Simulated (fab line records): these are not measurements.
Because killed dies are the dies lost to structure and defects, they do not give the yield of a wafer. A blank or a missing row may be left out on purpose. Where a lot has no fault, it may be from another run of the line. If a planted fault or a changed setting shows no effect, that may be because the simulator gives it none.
Which tool did it? ; flow nandHarc ; route of 1302 steps, sampled at 1 step: 24 lots, 72 wafers

WHAT EACH GAUGE READ, for each wafer
NHARC_A_CONTACT_INSPECT_44.
lot;measured;on;rawDefectCount
L074;day 21 11:01;defectInspect-02;79 74 62
L075;day 22 03:23;defectInspect-02;92 100 89
L079;day 22 14:50;defectInspect-02;65 58 61
L077;day 22 15:02;defectInspect-01;77 81 65
L078;day 22 22:47;defectInspect-01;74 76 58
L076;day 22 23:00;defectInspect-01;52 50 51
L080;day 23 23:01;defectInspect-02;82 68 66
L081;day 24 09:35;defectInspect-02;143 113 110
L082;day 24 12:53;defectInspect-01;146 140 142
L085;day 25 23:58;defectInspect-02;21 16 14
L084;day 26 05:37;defectInspect-02;71 64 61
L086;day 26 05:38;defectInspect-01;133 145 131
L083;day 26 14:10;defectInspect-01;69 86 79
L087;day 27 02:25;defectInspect-01;102 87 90
L089;day 27 11:04;defectInspect-01;116 90 106
L088;day 27 12:07;defectInspect-02;91 90 94
L090;day 28 04:02;defectInspect-01;25 34 31
L091;day 28 18:44;defectInspect-01;88 90 93
L092;day 28 19:37;defectInspect-02;88 72 91
L093;day 29 09:52;defectInspect-02;65 68 59
L094;day 29 22:22;defectInspect-02;34 34 31
L095;day 30 00:53;defectInspect-02;83 75 69
L096;day 30 08:48;defectInspect-01;29 35 38
L097;day 31 10:44;defectInspect-02;102 109 82

EACH LOT AND THE TOOL THAT RAN IT (in order: tool; ch and the chambers of the sampled wafers; start)
No process step before these readings appears in the record.

WHAT THE TOOLS THEMSELVES READ (means of the sampled wafers that have a number; where no wafer has one, the mark that the record gives instead)
The record holds no such reading with a usual standard deviation.

THE ANSWER, worked out from the rows above alone
Rule: the lots themselves supply what counts as usual. Put in order of their means at a reading, lots are off if they are a third of the lots or fewer, leave a main group of 4 or more, and stand apart from it by a gap of 3 or more times the standard deviation of the main group's means; of several such gaps the widest counts. Not used: any main group whose means are identical at the precision the tables above print for the reading. A lot without any number at a reading at which 4 lots or more have one is off too. Any other lot the step has rows for is counted as sound. The gauges are gone through in route order, then the tools' own readings, and for those a lot's mean is taken as printed above. The first step at which some lot is off is used, and at that step the reading that is off furthest; a lot without a number counts as furthest.
Across all readings shown, no lot is off: no conclusion can be drawn from this.

WHAT THE SIMULATOR HAD PUT IN
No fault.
